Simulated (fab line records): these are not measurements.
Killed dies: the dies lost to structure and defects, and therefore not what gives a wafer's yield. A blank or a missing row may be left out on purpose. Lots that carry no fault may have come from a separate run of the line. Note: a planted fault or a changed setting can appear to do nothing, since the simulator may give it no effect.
Chamber matching -- flow n5-finfet -- 3 sister chambers for N5_BEOL_M4_PRE_CLEAN_60 on cvd-co-01
The step time 15 s. 30 wafers are shown with their chamber, then 12 later ones without.

WAFERS WITH THEIR CHAMBER
wafer,chamber,heater-power-w (W)
L078.3,0,93
L078.4,2,93
L078.5,1,113
L080.1,2,94
L080.3,1,118
L080.6,1,115
L081.2,2,94
L081.3,1,114
L081.5,1,112
L079.3,0,91
L079.4,1,112
L079.6,2,93
L083.1,2,93
L083.2,1,115
L083.4,0,92
L085.2,2,94
L085.3,1,116
L085.6,1,114
L088.2,1,113
L088.3,2,94
L088.5,2,93
L090.1,1,115
L090.4,2,92
L090.5,0,95
L089.2,2,91
L089.3,1,112
L089.4,1,114
L087.1,2,96
L087.3,0,94
L087.6,0,91

SIGNATURES (averages over the wafers above)
reading,chamber 0,chamber 1,chamber 2,scatter within a chamber
heater-power-w,92.67,114.08,93.36,1.57
Rule: distance of a wafer from a chamber = root of the sum over the readings of ((wafer's reading minus chamber's mean) / reading's scatter) squared. If the next closest chamber is less than 2 further off than the closest, the wafer can't be placed; otherwise it belongs to the closest. How the scatter is found: for the shown wafers, subtract from each reading the mean of its chamber, square and add these, divide the total by (wafers less chambers), then take the root.

WAFERS MISSING THEIR CHAMBER
wafer,heater-power-w (W)
L092.3,92
L092.4,115
L092.6,92
L093.1,116
L093.2,91
L093.4,95
L095.2,91
L095.3,116
L095.4,94
L096.2,92
L096.3,93
L096.4,95

EACH ONE'S CHAMBER
wafer,from the rows above,in truth
L092.3,can't be placed: 0 or 2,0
L092.4,1,1
L092.6,can't be placed: 0 or 2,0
L093.1,1,1
L093.2,can't be placed: 0 or 2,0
L093.4,can't be placed: 2 or 0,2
L095.2,can't be placed: 0 or 2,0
L095.3,1,1
L095.4,can't be placed: 2 or 0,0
L096.2,can't be placed: 0 or 2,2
L096.3,can't be placed: 0 or 2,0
L096.4,can't be placed: 2 or 0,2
3 of 12 placed correctly. Cannot be placed on the basis of these rows: 9; the candidates contain the true chamber in 9. Number placed wrongly: 0.
